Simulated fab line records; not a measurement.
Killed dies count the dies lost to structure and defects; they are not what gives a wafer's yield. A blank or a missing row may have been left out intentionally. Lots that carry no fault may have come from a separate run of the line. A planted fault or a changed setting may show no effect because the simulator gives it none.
Matching of chambers + flow nand harc + 4 sister chambers for NHARC_P_M2_ETCH_35 on rie diel-01
The step etches the open film in N2/H2, target depth 40 nm, overetch 12 nm, time 43.94 s. 16 wafers are shown with their chamber, then 8 later ones without.

== EACH WAFER AND ITS CHAMBER ==
| wafer  | chamber | showerhead plenum p Torr (Torr) | drypump motor current A (A) | rf vpp V (V) |
|--------|---------|---------------------------------|-----------------------------|--------------|
| L082.2 | 1       | 1.97                            | 6.3                         | 427.3        |
| L082.4 | 3       | 2.01                            | 5.9                         | 430.4        |
| L082.5 | 1       | 1.97                            | 6.3                         | 428.4        |
| L086.1 | 0       | 2.07                            | 6.0                         | 431.6        |
| L086.2 | 2       | 2.02                            | 5.6                         | 430.9        |
| L086.6 | 3       | 2.01                            | 5.9                         | 429.1        |
| L091.2 | 2       | 2.02                            | 5.6                         | 429.6        |
| L091.4 | 3       | 2.01                            | 6.0                         | 428.0        |
| L091.6 | 3       | 2.01                            | 5.9                         | 429.4        |
| L090.1 | 1       | 1.97                            | 6.3                         | 429.4        |
| L090.5 | 0       | 2.06                            | 6.0                         | 432.0        |
| L090.6 | 3       | 2.01                            | 5.9                         | 429.3        |
| L092.2 | 3       | 2.01                            | 5.9                         | 430.2        |
| L092.3 | 2       | 2.02                            | 5.6                         | 430.9        |
| L092.5 | 3       | 2.01                            | 5.9                         | 429.0        |
| L094.2 | 2       | 2.02                            | 5.5                         | 429.6        |

SIGNATURES (means of the wafers above)
| reading                  | chamber 0 | chamber 1 | chamber 2 | chamber 3 | scatter within a chamber |
|--------------------------|-----------|-----------|-----------|-----------|--------------------------|
| showerhead plenum p Torr | 2.0650    | 1.9700    | 2.0200    | 2.0100    | 0.00204                  |
| drypump motor current A  | 6.000     | 6.300     | 5.575     | 5.914     | 0.0366                   |
| rf vpp V                 | 431.800   | 428.367   | 430.250   | 429.343   | 0.807                    |
Rule: for a wafer and a chamber, the distance is found by dividing, reading by reading, the gap between the wafer's reading and the chamber's mean by the reading's scatter, squaring, summing and taking the root. If the next closest chamber is less than 2 further off than the closest, the wafer can't be placed; otherwise it belongs to the closest. How the scatter is found: for the shown wafers, subtract from each reading the mean of its chamber, square and add these, divide the total by (wafers less chambers), then take the root.

== WAFERS WITH NO CHAMBER GIVEN ==
| wafer  | showerhead plenum p Torr (Torr) | drypump motor current A (A) | rf vpp V (V) |
|--------|---------------------------------|-----------------------------|--------------|
| L094.5 | 2.06                            | 6.0                         | 430.6        |
| L094.6 | 2.01                            | 5.9                         | 429.2        |
| L095.3 | 1.96                            | 6.3                         | 428.0        |
| L095.5 | 2.02                            | 5.5                         | 429.5        |
| L095.6 | 2.01                            | 5.9                         | 430.6        |
| L097.3 | 1.96                            | 6.3                         | 428.9        |
| L097.5 | 2.01                            | 5.6                         | 429.6        |
| L097.6 | 1.96                            | 6.3                         | 429.2        |

== WHICH CHAMBER EACH ONE RAN IN ==
| wafer  | from the rows above | in truth |
|--------|---------------------|----------|
| L094.5 | 0                   | 0        |
| L094.6 | 3                   | 3        |
| L095.3 | 1                   | 1        |
| L095.5 | 2                   | 2        |
| L095.6 | 3                   | 3        |
| L097.3 | 1                   | 1        |
| L097.5 | 2                   | 2        |
| L097.6 | 1                   | 1        |
Correct placement for 8 of the 8. Left unplaced by these rows: 0. Placed wrongly: 0.
